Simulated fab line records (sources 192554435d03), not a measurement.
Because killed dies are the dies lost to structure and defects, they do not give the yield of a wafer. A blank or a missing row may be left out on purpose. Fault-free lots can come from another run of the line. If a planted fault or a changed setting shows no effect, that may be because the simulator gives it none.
fab line records | flow n5_finfet
[record] lots = 6 wafers = 18 last_day = 19
route steps=1938 shown SD_EPI_N@283 SD_EPI_P@295 BEOL_M4@1111 PASSIVATION@1936
lots with no fault: from the same line, run without faults
start_h: start of the lot's first displayed wafer, in hours after the record's first day | wait_h: how many hours have passed since the lot's step before this one | " identical to the entry in the row above | L1.1+2: several wafers, shown together as one row | - either no value or no given start | * or withheld: withheld | < > ~ a bound
route shown NAME@n: names a module that has steps shown in the file, with the first one's number in the route | usual: mean/standard deviation of fault-free wafers | same: alike in all rows | chamber/n: place in a boat | sites: each site's reading | _std_site: the standard deviation of these | _edge_site: inner sites' mean taken away from outer sites' mean | radius_mm: how far each site lies from the wafer's centre | mask NAME#n: copy n | behind: the tool/chamber that last shaped the wafer | hold: why the lot went on hold/how many hours it stayed there/how the hold came to an end | device: whichever transistor did not switch (one of n, p or np) | end of line: the same wafers' tests at the end of the route | where a step has no rows: the recipe by itself | killed: dies lost to structure and defects at the first sort, not the wafer's yield | map: the dies of a wafer, with x for killed, . for not killed, _ for no die there
set.NAME: the setting that was run; set.NAME@STEP: the one run at that earlier step | model.NAME: the simulator's own value behind a step, which no gauge read
a table for each step, a row for each wafer; lots at some steps of the route
services: the hour from which a tool's chamber was out of use, counted from the record's first day as start_h (under 0 if before that day), plus the number of hours and why
[[steps]]
[step N5_SD_EPI_N_WET_ETCH_43]
[recipe] chemistry = dHF dilution = withheld time_s = 14 target = SiO2 target_depth_a = 15 temp_c = 25
[step N5_SD_EPI_N_STRIP_18]
[recipe] chemistry = SPM time_s = 750 temp_c = 130 h2so4_h2o2_vol_ratio = 4
[step N5_SD_EPI_N_SRD_20]
[recipe] dry = ipa_marangoni do_ppb = 5 time_s = 30 temp_c = 23 rinse_liquid = diw
[step N5_SD_EPI_N_PRECLEAN_48]
[recipe] chemistry = NF3:NH3 afs_cycles = 2 temp_c = 30 time_s = 20 sublimation_temp_c = 180 sublimation_time_s = 60 pressure_torr = 3 rf_power_w = 30
[step N5_SD_EPI_N_VAPOR_ETCH_50]
[recipe] chemistry = HCl target = Si temp_c = 775 time_s = 54 pressure_torr = 20 mode = isotropic
[usual] throttle_valve_pct = 11.78/0.17
// columns lot.wafer tool chamber start_h wait_h throttle_valve_pct
L870.1 epi_rpcvd-02 0 68.71 0.3 11.93
L870.5 " 0 " " 12.00
L870.6 " 0 " " 11.91
L871.1 epi_rpcvd-03 0 74.72 0.3 11.46
L871.3 " 0 " " 11.56
L871.4 " 0 " " 11.81
L879.2 epi_rpcvd-03 0 128.72 0.3 11.92
L879.5 " 0 " " 11.76
L879.6 " 0 " " 11.67
L883.4 epi_rpcvd-02 0 146.42 0.2 11.78
L883.5 " 0 " " 12.06
L883.6 " 0 " " 11.89
L885.2 epi_rpcvd-04 0 162.81 0.4 11.92
L885.5 " 0 " " 11.44
L885.6 " 0 " " 11.48
L888.1 epi_rpcvd-02 0 178.32 0.3 11.79
L888.4 " 0 " " 11.91
L888.6 " 0 " " 11.89
[step N5_SD_EPI_N_EPI_21]
[recipe] material = Si:P dopant = P temp_c = 680 pressure_torr = 255 time_s = 690
[step N5_SD_EPI_N_EPI_MEAS_23]
[recipe] mode = xrd
[usual] thk_nm = 59.2/1.2
// columns lot.wafer tool chamber start_h wait_h thk_nm
L870.1 film_metro-02 - 70.60 1.4 57.4
L870.5 " - " " 57.7
L870.6 " - " " 59.6
L871.1 film_metro-02 - 76.62 1.4 57.1
L871.3 " - " " 58.5
L871.4 " - " " 57.2
L879.2 film_metro-02 - 130.58 1.2 60.9
L879.5 " - " " 58.5
L879.6 " - " " 59.3
L883.4 film_metro-02 - 148.25 0.6 58.4
L883.5 " - " " 61.9
L883.6 " - " " 58.6
L885.2 film_metro-01 - 165.28 1.5 60.0
L885.5 " - " " 60.5
L885.6 " - " " 59.3
L888.1 film_metro-02 - 180.23 1.4 60.6
L888.4 " - " " 60.1
L888.6 " - " " 58.8
[step N5_SD_EPI_N_PRECLEAN_24]
[recipe] chemistry = O3/DIW time_s = 60 temp_c = 22 o3_ppm = 10
[step N5_SD_EPI_N_SRD_25]
[recipe] time_s = 30 temp_c = 23 rinse_liquid = diw dry = ipa_marangoni
[step N5_SD_EPI_N_PRECLEAN_49]
[recipe] chemistry = NF3:NH3 afs_cycles = 1 temp_c = 30 time_s = 20 sublimation_temp_c = 180 sublimation_time_s = 60 pressure_torr = 3 rf_power_w = 30
[step N5_SD_EPI_N_LINER_46]
[recipe] material = SiNx target_thk_a = 30 temp_c = 400 ald_precursor_family = SiH2I2 ald_co_reactant = N2/H2-plasma pressure_torr = 2
[usual] heater_power_w = 836/86
// columns lot.wafer tool chamber start_h wait_h heater_power_w
L870.1 ald_sin-04 0 71.12 0.3 773
L870.5 " 0 " " 763
L870.6 " 3 " " 769
L871.1 ald_sin-03 1 76.93 0.2 698
L871.3 " 0 " " 793
L871.4 " 2 " " 911
L879.2 ald_sin-03 3 130.97 0.2 862
L879.5 " 3 " " 889
L879.6 " 0 " " 792
L883.4 ald_sin-03 1 149.04 0.6 701
L883.5 " 1 " " 689
L883.6 " 0 " " 770
L885.2 ald_sin-02 0 165.89 0.4 1041
L885.5 " 2 " " 775
L885.6 " 1 " " 841
L888.1 ald_sin-02 3 180.59 0.2 831
L888.4 " 2 " " 787
L888.6 " 1 " " 838
[step N5_SD_EPI_N_INSPECT_26]
[recipe] inspect_instrument = darkfield mode = post_epi
[usual] raw_defect_count = 209/45
// columns lot.wafer tool chamber start_h wait_h raw_defect_count
L870.1 defect_inspect-02 - 71.37 0.1 296
L870.5 " - " " 263
L870.6 " - " " 260
L871.1 defect_inspect-01 - 77.18 0.1 158
L871.3 " - " " 255
L871.4 " - " " 219
L879.2 defect_inspect-01 - 131.22 0.1 147
L879.5 " - " " 151
L879.6 " - " " 167
L883.4 defect_inspect-02 - 149.29 0.1 390
L883.5 " - " " 234
L883.6 " - " " 312
L885.2 defect_inspect-02 - 166.14 0.1 233
L885.5 " - " " 212
L885.6 " - " " 224
L888.1 defect_inspect-02 - 180.84 0.1 204
L888.4 " - " " 240
L888.6 " - " " 240
[step N5_SD_EPI_P_COAT_34]
[recipe] resist = SOC temp_c = 250 time_s = 60 spin_rpm = 1500 resist_thk_nm = 350
[usual] heater_power_total_W = 500.5/1.7 plate_temp_C = 250.05/0.17
// columns lot.wafer tool chamber start_h wait_h heater_power_total_W plate_temp_C
L870.1 litho_track-03 0 71.40 0.0 500.7 249.86
L870.5 " 0 " " 502.1 250.16
L870.6 " 0 " " 501.7 249.83
L871.1 litho_track-04 0 77.21 0.0 499.5 250.27
L871.3 " 0 " " 503.0 250.01
L871.4 " 0 " " 500.3 250.04
L879.2 litho_track-02 0 131.25 0.0 498.6 250.15
L879.5 " 0 " " 501.2 250.15
L879.6 " 0 " " 498.0 250.30
L883.4 litho_track-02 0 149.32 0.0 489.1 245.65
L883.5 " 0 " " 490.5 245.56
L883.6 " 0 " " 490.7 245.72
L885.2 litho_track-02 0 166.17 0.0 489.4 245.64
L885.5 " 0 " " 488.9 245.89
L885.6 " 0 " " 491.9 245.56
L888.1 litho_track-04 0 180.87 0.0 497.8 250.03
L888.4 " 0 " " 502.6 249.77
L888.6 " 0 " " 501.8 250.03
[step N5_SD_EPI_P_COAT_35]
[recipe] resist = SiARC temp_c = 220 time_s = 60 spin_rpm = 1500 resist_thk_nm = 35
[step N5_BEOL_M4_RC_MEAS_101]
[usual] DIBL_N = 36.0/1.4 DIBL_P = 36.1/1.4 IOFF_N = 0.153/0.02 IOFF_P = 0.211/0.026 ION_N = 673/8.7 ION_P = 463/6.7 SS_N = 71.5/0.5 SS_P = 73.3/0.54 VT_N = 250.1/2.4 VT_P = -250.2/2.9
// columns lot.wafer tool chamber start_h wait_h DIBL_N[mV/V] DIBL_P[mV/V] IOFF_N[nA/um] IOFF_P[nA/um] ION_N[uA/um] ION_P[uA/um] SS_N[mV/dec] SS_P[mV/dec] VT_N[mV] VT_P[mV]
L870.1 prober-01 0 188.67 0.0 37.8 34.5 0.140 0.176 678 455 72.1 73.6 249.7 -255.3
L870.5 " 0 " " 38.0 35.2 0.152 0.195 674 458 71.7 73.2 250.8 -252.2
L870.6 " 0 " " 36.4 33.5 0.124 0.160 666 454 71.3 72.8 251.7 -254.4
L871.1 prober-02 0 202.26 0.0 35.5 37.2 0.153 0.197 671 460 71.1 73.3 248.2 -253.1
L871.3 " 0 " " 35.2 35.8 0.138 0.172 675 460 71.0 72.4 249.4 -253.1
L871.4 " 0 " " 35.1 35.4 0.144 0.180 677 461 71.5 72.5 250.2 -254.6
L879.2 prober-02 0 272.88 0.4 36.4 36.5 0.174 0.230 685 469 71.9 73.8 246.1 -248.7
L879.5 " 0 " " 35.9 36.3 0.164 0.224 677 470 72.1 73.0 247.6 -250.6
L879.6 " 0 " " 34.3 34.4 0.142 0.192 664 461 71.4 73.1 251.3 -252.7
L885.2 prober-02 0 280.95 0.2 35.9 34.7 0.137 0.207 672 462 70.7 73.0 253.0 -248.7
L885.5 " 0 " " 36.6 34.8 0.149 0.211 671 465 71.1 72.9 250.1 -248.3
L885.6 " 0 " " 36.7 35.8 0.154 0.226 672 465 71.5 73.7 251.1 -247.7
L883.4 prober-01 0 291.73 0.5 36.8 37.5 0.189 0.276 698 482 71.5 74.5 244.0 -241.7
L883.5 " 0 " " 36.2 36.2 0.172 0.265 692 478 71.7 74.0 245.9 -241.8
L883.6 " 0 " " 37.4 36.9 0.185 0.277 698 487 71.7 73.3 245.9 -243.3
L888.1 prober-02 0 347.03 0.0 36.1 37.5 0.152 0.214 673 459 71.5 74.0 247.8 -249.9
L888.4 " 0 " " 33.3 34.2 0.121 0.162 657 454 70.7 72.6 253.6 -255.8
L888.6 " 0 " " 34.1 35.2 0.128 0.177 661 459 70.7 73.0 251.8 -254.9
[step N5_PASSIVATION_PROBE_49]
[usual] defect_limited_yield = 91.2/1.4 killed_at_M0_to_M3 = 34/9.7 killed_at_M4_up = 14/5.2 killed_at_contacts = 13/6.7 killed_at_front_end = 39/11 killed_at_other = 3.6/2.6 killed_dies = 104/17 killed_open = 69/12 killed_short = 34/8.2 sort_bin_5_function = 5.3/0.89 sort_bin_6_memory = 3.2/0.69 sort_n_pass = 1076/17 sort_yield_pct = 91.2/1.4
[same] gross_dies = 1180 killed_at_back_side = 0 sort_bin_4_leakage[%] = 0 sort_bin_8_speed[%] = 0
// columns lot.wafer tool chamber start_h wait_h defect_limited_yield[%] killed_at_M0_to_M3 killed_at_M4_up killed_at_contacts killed_at_front_end killed_at_other killed_dies killed_open killed_short sort_bin_5_function[%] sort_bin_6_memory[%] sort_n_pass sort_yield_pct[%]
L870.1 prober-02 - 293.19 0.0 91.4 43 10 13 34 2 102 62 37 5.4 3.1 1078 91.4
L870.5 prober-02 - 293.39 0.2 90.6 29 13 14 48 7 111 75 34 5.3 3.8 1069 90.6
L870.6 prober-02 - 293.44 0.3 91.4 27 10 13 42 9 101 63 34 5.2 2.9 1079 91.4
L871.1 prober-01 - 317.71 0.0 92.4 43 11 6 30 0 90 54 35 4.2 3.1 1090 92.4
L871.3 prober-01 - 317.81 0.1 89.6 42 11 24 44 2 123 89 31 5.8 4.2 1057 89.6
L871.4 prober-01 - 317.86 0.2 90.2 55 14 16 29 2 116 72 44 5.8 3.6 1064 90.2
L883.4 prober-02 - 402.28 0.2 92.6 23 11 14 34 5 87 66 19 4.2 3.0 1093 92.6
L883.5 prober-02 - 402.33 0.2 90.0 43 17 5 47 6 118 84 34 5.0 4.6 1062 90.0
L883.6 prober-02 - 402.38 0.3 88.7 41 14 15 60 3 133 87 42 6.5 4.2 1047 88.7
// killed by level:class
L870.1 BEOL_M2:geometric_particle:open=12 MOL_CONTACT_COAG:geometric_particle:open=10 STI_FIN_REVEAL:geometric_particle:open=9 BEOL_M1:geometric_particle:open=9 GATE_CUT:geometric_particle:short=6 BEOL_M0_SAQP:geometric_particle:open=6 BEOL_M1:geometric_particle:short=6 BEOL_M0_SAQP:geometric_particle:short=5
L870.5 MOL_CONTACT_COAG:geometric_particle:open=12 FIN_SAQP:geometric_particle:open=11 STI_FIN_REVEAL:geometric_particle:open=11 BEOL_M0_SAQP:geometric_particle:open=10 GATE_CUT:geometric_particle:short=9 FIN_SAQP:geometric_particle:short=8 BEOL_M0_SAQP:geometric_particle:short=5 BEOL_M5:geometric_particle:open=5
L870.6 FIN_SAQP:geometric_particle:open=11 FIN_SAQP:geometric_particle:short=8 MOL_CONTACT_COAG:geometric_particle:open=8 BEOL_M0_SAQP:geometric_particle:open=7 DUMMY_GATE:geometric_particle:open=6 GATE_CUT:geometric_particle:open=6 BEOL_M1:geometric_particle:short=6 STI_FIN_REVEAL:geometric_particle:open=5
L871.1 BEOL_M0_SAQP:geometric_particle:short=14 BEOL_M0_SAQP:geometric_particle:open=8 FIN_SAQP:geometric_particle:short=7 BEOL_M3:geometric_particle:open=7 MOL_CONTACT_COAG:geometric_particle:open=6 FIN_SAQP:geometric_particle:open=5 BEOL_M1:geometric_particle:open=5 GATE_CUT:geometric_particle:short=4
L871.3 FIN_SAQP:geometric_particle:open=22 MOL_CONTACT_COAG:geometric_particle:open=20 BEOL_M0_SAQP:geometric_particle:open=15 FIN_SAQP:geometric_particle:short=10 BEOL_M0_SAQP:geometric_particle:short=8 BEOL_M1:geometric_particle:open=6 BEOL_M4:geometric_particle:open=6 STI_FIN_REVEAL:geometric_particle:open=4
L871.4 MOL_CONTACT_COAG:geometric_particle:open=13 BEOL_M2:geometric_particle:open=10 BEOL_M0_SAQP:geometric_particle:open=10 BEOL_M0_SAQP:geometric_particle:short=9 BEOL_M1:geometric_particle:open=8 FIN_SAQP:geometric_particle:open=6 BEOL_M2:geometric_particle:short=6 GATE_CUT:geometric_particle:short=6
L883.4 MOL_CONTACT_COAG:geometric_particle:open=11 BEOL_M1:geometric_particle:open=8 BEOL_M3:geometric_particle:open=7 FIN_SAQP:geometric_particle:open=6 DUMMY_GATE:geometric_particle:open=6 GATE_CUT:geometric_particle:short=6 BEOL_M5:geometric_particle:open=5 SPACER0:geometric_particle:open=3
L883.5 FIN_SAQP:geometric_particle:open=11 BEOL_M2:geometric_particle:open=11 BEOL_M1:geometric_particle:open=8 STI_FIN_REVEAL:geometric_particle:open=7 BEOL_M0:geometric_particle:open=6 BEOL_M4:geometric_particle:open=6 FIN_CUT:geometric_particle:short=5 STARTING-WAFER:geometric_particle:open=5
L883.6 FIN_SAQP:geometric_particle:open=18 FIN_SAQP:geometric_particle:short=14 MOL_CONTACT_COAG:geometric_particle:open=11 BEOL_M2:geometric_particle:open=9 BEOL_M1:geometric_particle:open=8 STI_FIN_REVEAL:geometric_particle:open=6 DUMMY_GATE:geometric_particle:open=6 BEOL_M0:geometric_particle:open=6
[[services]]
// columns tool chamber start_h hours kind
ald_sin-04 2 44.80 3.5 repair
ald_sin-03 - 85.41 14.0 pm
ald_sin-03 0 85.41 14.0 vent_cycle
ald_sin-03 1 85.41 14.0 vent_cycle
ald_sin-03 2 85.41 14.0 vent_cycle
ald_sin-03 3 85.41 14.0 vent_cycle
ald_sin-03 0 99.41 - clean
ald_sin-03 1 99.41 - clean
ald_sin-03 2 99.41 - clean
ald_sin-03 3 99.41 - clean
litho_track-03 - 136.47 - consumable_replace:filter
ald_sin-04 3 155.05 1.6 repair
ald_sin-02 1 168.33 11.9 repair
[[key]]
[first_sign] step = N5_SD_EPI_P_COAT_34 reading = plate_temp_C direction = down sigmas = 26 usual = * struck = *
[effect] step = N5_SD_EPI_P_COAT_34 reading = heater_power_total_W direction = down sigmas = 6 usual = * struck = *
met_at N5_SD_EPI_P_COAT_34
struck_wafers L883.4,L883.5,L883.6,L885.2,L885.5,L885.6
onset_between 131.25 149.32
[fault] kind = process_parameter_drift tool = litho_track-02 chamber = - onset_h = 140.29 steps = N5_SD_EPI_P_COAT_34 channel = temp_c offset = * shape = step end_h = 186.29 acts_in = * stated = *
